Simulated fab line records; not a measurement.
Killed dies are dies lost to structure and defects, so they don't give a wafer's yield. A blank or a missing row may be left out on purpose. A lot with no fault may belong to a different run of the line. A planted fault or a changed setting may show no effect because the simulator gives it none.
fab line records + flow nand-harc + part 2 of 2: steps 25 to 35 of 35
record:
- lots: 5
- wafers: 15
- last-day: 24
route steps=1159 shown P_BONDPAD@355 A_START@389 A_ZERO_WELL@390
lots with no fault: from the same line, run without faults
start-h: start of the lot's first displayed wafer, in hours after the record's first day + wait-h: time in hours since the lot's previous step + " repeats the value in the row above + L1.1+2: several wafers, shown together as one row + - either no value or no given start + * or withheld: withheld + < > ~ a bound
route shown NAME@n: a module of which the file shows steps, and the number in the route of the first + usual: mean/standard deviation taken from wafers without a fault + same: alike in all rows + chamber/n: place in a boat + sites: the reading at each site + _std_site: the standard deviation of these + _edge_site: the outer-site mean with the inner-site mean subtracted + radius-mm: how far each site lies from the wafer's centre + mask NAME#n: copy n + behind: tool/chamber where the wafer was last shaped + hold: cause of the lot's hold/its duration in hours/its outcome + device: whichever transistor did not switch (one of n, p or np) + end of line: the tests these same wafers got at the end of their route + for a step that has no rows: nothing shown but its recipe + killed: count of dies lost to structure and defects at first sort (not the wafer's yield) + map: per-die view of a wafer (x killed, . not killed, _ where there is no die)
set.NAME: the setting that was run; set.NAME@STEP: the one run at that earlier step + model.NAME: the simulator's own value behind a step, which no gauge read
lots at selected steps of the route; one table per step, one row per wafer
services: from which hour (start-h, from the record's first day; less than 0 if before it) a tool's chamber was out of use, for how many hours, and why
== steps ==
step: NHARC_P_BONDPAD_ANNEAL_28
recipe:
- temp-c: 225
- time-s: 90
usual:
- wafer_temp_C_max: 226.1/0.3
same:
- time-s: 90
| lot.wafer | tool          | chamber | start-h | wait-h | wafer_temp_C_max |
|-----------|---------------|---------|---------|--------|------------------|
| L075.2    | rtp-anneal-02 | 0       | 142.83  | 0.3    | 226.3            |
| L075.4    | "             | 0       | "       | "      | 226.1            |
| L075.5    | "             | 0       | "       | "      | 226.2            |
| L078.2    | rtp-anneal-01 | 0       | 156.37  | -      | 225.4            |
| L078.3    | "             | 0       | "       | "      | 225.5            |
| L078.6    | "             | 0       | "       | "      | 225.7            |
| L082.2    | rtp-anneal-01 | 0       | 185.33  | 0.4    | 225.9            |
| L082.3    | "             | 0       | "       | "      | 226.4            |
| L082.6    | "             | 0       | "       | "      | 226.2            |
| L093.1    | rtp-anneal-02 | 0       | 244.39  | 0.3    | 226.6            |
| L093.2    | "             | 0       | "       | "      | 225.9            |
| L093.5    | "             | 0       | "       | "      | 225.8            |
| L096.3    | rtp-anneal-02 | 0       | 259.00  | 0.6    | 225.9            |
| L096.4    | "             | 0       | "       | "      | 225.9            |
| L096.6    | "             | 0       | "       | "      | 226.1            |
step: NHARC_P_BONDPAD_CMP_19
recipe:
- t-overpolish-s: 30
- cu-recess-touch-s: 16
- target-thk-nm: 160.81
usual:
- motor-current-A: 12.1/1.2
- overpolish-run-s: 29.999/0.0095
| lot.wafer | tool   | chamber | start-h | wait-h | motor-current-A | overpolish-run-s |
|-----------|--------|---------|---------|--------|-----------------|------------------|
| L075.4    | cmp-04 | 3       | 143.13  | -      | 11.0            | 30.014           |
| L075.2    | "      | 1       | "       | "      | 11.7            | 29.995           |
| L075.5    | "      | 0       | "       | "      | 13.1            | 29.991           |
| L078.2    | cmp-01 | 1       | 156.69  | -      | 11.9            | 29.989           |
| L078.3    | "      | 2       | "       | "      | 10.6            | 30.003           |
| L078.6    | "      | 1       | "       | "      | 11.8            | 30.012           |
| L082.3    | cmp-04 | 2       | 185.67  | -      | 13.4            | 30.014           |
| L082.2    | "      | 3       | "       | "      | 10.8            | 29.996           |
| L082.6    | "      | 1       | "       | "      | 11.8            | 30.006           |
| L093.2    | cmp-01 | 3       | 244.79  | -      | 10.6            | 29.980           |
| L093.1    | "      | 0       | "       | "      | 12.8            | 29.994           |
| L093.5    | "      | 1       | "       | "      | 11.0            | 29.991           |
| L096.4    | cmp-01 | 0       | 259.24  | -      | 12.5            | 30.001           |
| L096.3    | "      | 3       | "       | "      | 11.3            | 30.000           |
| L096.6    | "      | 1       | "       | "      | 11.1            | 30.012           |
step: NHARC_P_BONDPAD_THK_MEAS_20
recipe:
- thk-meas-gauge: xrf
usual:
- thk-nm: 161.2/1.7
| lot.wafer | tool          | chamber | start-h | wait-h | thk-nm |
|-----------|---------------|---------|---------|--------|--------|
| L075.2    | film-metro-02 | -       | 143.45  | -      | 161.6  |
| L075.4    | "             | -       | "       | "      | 163.7  |
| L075.5    | "             | -       | "       | "      | 161.9  |
| L078.2    | film-metro-01 | -       | 156.98  | -      | 162.1  |
| L078.3    | "             | -       | "       | "      | 163.0  |
| L078.6    | "             | -       | "       | "      | 161.2  |
| L082.2    | film-metro-01 | -       | 185.96  | -      | 162.9  |
| L082.3    | "             | -       | "       | "      | 159.6  |
| L082.6    | "             | -       | "       | "      | 160.2  |
| L093.1    | film-metro-01 | -       | 245.06  | -      | 164.3  |
| L093.2    | "             | -       | "       | "      | 159.2  |
| L093.5    | "             | -       | "       | "      | 159.7  |
| L096.3    | film-metro-02 | -       | 259.57  | -      | 159.1  |
| L096.4    | "             | -       | "       | "      | 163.0  |
| L096.6    | "             | -       | "       | "      | 160.6  |
step: NHARC_P_BONDPAD_SRD_21
recipe:
- time-s: 30
- temp-c: 23
- dry-time-s: 20
- spin-rpm: 1500
same:
- time-s: 30
| lot.wafer  | tool         | chamber | start-h | wait-h |
|------------|--------------|---------|---------|--------|
| L075.4+5+2 | wet-bench-10 | 4,5,6   | 143.49  | 0.0    |
| L078.6+2+3 | wet-bench-10 | 6,0,1   | 157.03  | 0.0    |
| L082.6+3+2 | wet-bench-10 | 1,3,4   | 186.00  | 0.0    |
| L093.2+5+1 | wet-bench-10 | 3,4,7   | 245.10  | 0.0    |
| L096.6+3+4 | wet-bench-08 | 4,6,1   | 259.61  | 0.0    |
step: NHARC_P_BONDPAD_INSPECT_23
usual:
- raw-defect-count: 365/160
| lot.wafer | tool              | chamber | start-h | wait-h | raw-defect-count |
|-----------|-------------------|---------|---------|--------|------------------|
| L075.2    | defect-inspect-01 | -       | 143.69  | 0.1    | 485              |
| L075.4    | "                 | -       | "       | "      | 338              |
| L075.5    | "                 | -       | "       | "      | 262              |
| L078.2    | defect-inspect-01 | -       | 157.20  | 0.0    | 386              |
| L078.3    | "                 | -       | "       | "      | 359              |
| L078.6    | "                 | -       | "       | "      | 518              |
| L082.2    | defect-inspect-02 | -       | 186.17  | 0.0    | 278              |
| L082.3    | "                 | -       | "       | "      | 275              |
| L082.6    | "                 | -       | "       | "      | 392              |
| L093.1    | defect-inspect-02 | -       | 245.26  | 0.0    | 362              |
| L093.2    | "                 | -       | "       | "      | 236              |
| L093.5    | "                 | -       | "       | "      | 295              |
| L096.3    | defect-inspect-02 | -       | 259.77  | 0.0    | 421              |
| L096.4    | "                 | -       | "       | "      | 329              |
| L096.6    | "                 | -       | "       | "      | 335              |
step: NHARC_P_BONDPAD_ACTIVATE_29
recipe:
- time-s: 60
- n2-flow-sccm: 200
- ar-flow-sccm: 0
- bias-power-w: 0
- chemistry: N2
usual:
- drypump-motor-current-A: 6.0/0.39
- oes-product-au: 1.007/0.0089
- rf-vpp-V: 64.1/1
- showerhead-plenum-p-Torr: 1.75/0.1
same:
- bias-power-w: 0
- time-s: 60
| lot.wafer | tool        | chamber | start-h | wait-h | drypump-motor-current-A | oes-product-au | rf-hours-counter-h | rf-vpp-V | showerhead-plenum-p-Torr |
|-----------|-------------|---------|---------|--------|-------------------------|----------------|--------------------|----------|--------------------------|
| L075.4    | rie-diel-13 | 0       | 143.75  | 0.1    | 6.0                     | 1.007          | 3                  | 63.7     | 1.64                     |
| L075.2    | "           | 2       | "       | "      | 6.5                     | 1.017          | 3                  | 63.8     | 1.66                     |
| L075.5    | "           | 0       | "       | "      | 6.0                     | 1.006          | -                  | 63.5     | 1.64                     |
| L078.3    | rie-diel-13 | 0       | 157.26  | 0.1    | 6.0                     | 1.011          | 4                  | 63.0     | 1.64                     |
| L078.2    | "           | 3       | "       | "      | 5.9                     | 1.012          | 4                  | 64.7     | 1.73                     |
| L078.6    | "           | 0       | "       | "      | 6.0                     | 1.011          | -                  | 63.9     | 1.64                     |
| L082.2    | rie-diel-13 | 2       | 186.25  | 0.1    | 6.5                     | 1.007          | 7                  | 62.2     | 1.66                     |
| L082.3    | "           | 3       | "       | "      | 5.9                     | 1.019          | 7                  | 63.6     | 1.73                     |
| L082.6    | "           | 3       | "       | "      | 5.9                     | 1.024          | -                  | 63.1     | 1.73                     |
| L093.1    | rie-diel-13 | 2       | 245.33  | 0.1    | 6.5                     | 1.020          | 13                 | 61.7     | 1.66                     |
| L093.2    | "           | 0       | "       | "      | 6.0                     | 1.019          | 14                 | 64.2     | 1.64                     |
| L093.5    | "           | 1       | "       | "      | 6.2                     | 0.998          | -                  | 66.0     | 1.90                     |
| L096.3    | rie-diel-13 | 1       | 259.83  | 0.1    | 6.2                     | 1.003          | 16                 | 64.0     | 1.90                     |
| L096.6    | "           | 1       | "       | "      | 6.2                     | 1.010          | -                  | 65.9     | 1.90                     |
| L096.4    | "           | 0       | "       | "      | 6.0                     | 1.009          | -                  | 64.1     | 1.64                     |
step: NHARC_P_BONDPAD_PRECLEAN_30
recipe:
- time-s: 300
- temp-c: 23
- chemistry: DIW
same:
- time-s: 300
| lot.wafer  | tool         | chamber | start-h | wait-h |
|------------|--------------|---------|---------|--------|
| L075.2+5+4 | wet-bench-10 | 5,7,1   | 143.90  | 0.1    |
| L078.2+6+3 | wet-bench-10 | 6,7,0   | 157.41  | 0.1    |
| L082.6+2+3 | wet-bench-10 | 6,0,3   | 186.41  | 0.1    |
| L093.1+2+5 | wet-bench-08 | 1,2,4   | 245.51  | 0.2    |
| L096.4+3+6 | wet-bench-08 | 0,3,4   | 260.02  | 0.1    |
step: NHARC_P_BONDPAD_SRD_31
recipe:
- time-s: 30
- temp-c: 23
- dry-time-s: 20
- spin-rpm: 1500
same:
- time-s: 30
| lot.wafer  | tool         | chamber | start-h | wait-h |
|------------|--------------|---------|---------|--------|
| L075.2+5+4 | wet-bench-10 | 5,7,1   | -       | -      |
| L078.2+6+3 | wet-bench-10 | 6,7,0   | -       | -      |
| L082.6+2+3 | wet-bench-10 | 6,0,3   | -       | -      |
| L093.1+2+5 | wet-bench-08 | 1,2,4   | -       | -      |
| L096.4+3+6 | wet-bench-08 | 0,3,4   | -       | -      |
step: NHARC_A_START_INSPECT_01
usual:
- raw-defect-count: 3.5/1.8
| lot.wafer | tool              | chamber | start-h | wait-h | raw-defect-count |
|-----------|-------------------|---------|---------|--------|------------------|
| L075.2    | defect-inspect-01 | -       | 144.15  | -      | 4                |
| L075.4    | "                 | -       | "       | "      | 1                |
| L075.5    | "                 | -       | "       | "      | 5                |
| L078.2    | defect-inspect-01 | -       | 157.66  | -      | 5                |
| L078.3    | "                 | -       | "       | "      | 1                |
| L078.6    | "                 | -       | "       | "      | 4                |
| L082.2    | defect-inspect-02 | -       | 186.66  | -      | 4                |
| L082.3    | "                 | -       | "       | "      | 7                |
| L082.6    | "                 | -       | "       | "      | 1                |
| L093.1    | defect-inspect-01 | -       | 245.73  | -      | 7                |
| L093.2    | "                 | -       | "       | "      | 3                |
| L093.5    | "                 | -       | "       | "      | 2                |
| L096.3    | defect-inspect-02 | -       | 260.26  | -      | 4                |
| L096.4    | "                 | -       | "       | "      | 3                |
| L096.6    | "                 | -       | "       | "      | 3                |
step: NHARC_A_ZERO_WELL_PRECLEAN_00
recipe:
- time-s: 600
- temp-c: 120
- chemistry: SPM
usual:
- bath-guard-temp-C: 120.0/0.61
same:
- time-s: 600
| lot.wafer | tool         | chamber | start-h | wait-h | bath-guard-temp-C |
|-----------|--------------|---------|---------|--------|-------------------|
| L075.2    | wet-bench-05 | 4       | 144.24  | 0.1    | 120.6             |
| L075.4    | "            | 7       | "       | "      | 121.1             |
| L075.5    | "            | 0       | "       | "      | 120.3             |
| L078.2    | wet-bench-02 | 0       | 157.75  | 0.1    | 119.2             |
| L078.6    | "            | 2       | "       | "      | 119.5             |
| L078.3    | "            | 3       | "       | "      | 119.6             |
| L082.3    | wet-bench-07 | 6       | 186.76  | 0.1    | 120.0             |
| L082.6    | "            | 0       | "       | "      | 120.5             |
| L082.2    | "            | 1       | "       | "      | 119.5             |
| L093.2    | wet-bench-05 | 1       | 245.82  | 0.1    | 120.4             |
| L093.5    | "            | 3       | "       | "      | 119.3             |
| L093.1    | "            | 5       | "       | "      | 119.8             |
| L096.4    | wet-bench-02 | 5       | 260.36  | 0.1    | 119.7             |
| L096.6    | "            | 7       | "       | "      | 119.6             |
| L096.3    | "            | 0       | "       | "      | 119.3             |
step: NHARC_A_ZERO_WELL_SRD_01
| lot.wafer  | tool         | chamber | start-h | wait-h |
|------------|--------------|---------|---------|--------|
| L075.2+4+5 | wet-bench-05 | 4,7,0   | -       | -      |
| L078.2+6+3 | wet-bench-02 | 0,2,3   | -       | -      |
| L082.3+6+2 | wet-bench-07 | 6,0,1   | -       | -      |
| L093.2+5+1 | wet-bench-05 | 1,3,5   | -       | -      |
| L096.4+6+3 | wet-bench-02 | 5,7,0   | -       | -      |
== services ==
| tool           | chamber | start-h | hours | kind   |
|----------------|---------|---------|-------|--------|
| rie-diel-05    | 2       | 120.03  | 6.4   | repair |
| krf-scanner-04 | -       | 126.00  | 4.0   | pm     |
| rie-diel-05    | 2       | 139.06  | 1.9   | repair |
| pvd-sputter-02 | -       | 148.48  | 3.7   | repair |
| cmp-01         | -       | 158.02  | 2.4   | repair |
| krf-scanner-04 | -       | 158.46  | 20.3  | repair |
| rie-diel-05    | 3       | 162.13  | 6.2   | repair |
| rie-diel-05    | -       | 163.75  | 9.0   | pm     |
| cmp-01         | -       | 168.16  | 0.5   | repair |
| rie-diel-13    | -       | 174.85  | 0.5   | repair |
| pvd-sputter-03 | -       | 176.10  | 4.3   | repair |
| cmp-01         | -       | 179.64  | 4.0   | pm     |
| wet-bench-02   | -       | 180.00  | 8.0   | pm     |
| ecd-cu-02      | -       | 180.16  | 8.0   | pm     |
| pvd-sputter-03 | -       | 184.20  | 6.2   | repair |
| litho-track-07 | -       | 189.00  | 7.0   | pm     |
| wet-bench-05   | -       | 196.80  | 8.0   | pm     |
| rie-diel-13    | 2       | 209.92  | 5.3   | repair |
| litho-track-03 | -       | 213.00  | 7.0   | pm     |
| pvd-sputter-02 | -       | 214.00  | 10.0  | pm     |
| wet-bench-08   | -       | 230.40  | 8.0   | pm     |
| pvd-sputter-02 | -       | 241.48  | 1.1   | repair |
| wet-bench-10   | -       | 247.20  | 8.0   | pm     |
| rie-diel-13    | 2       | 252.72  | 7.3   | repair |
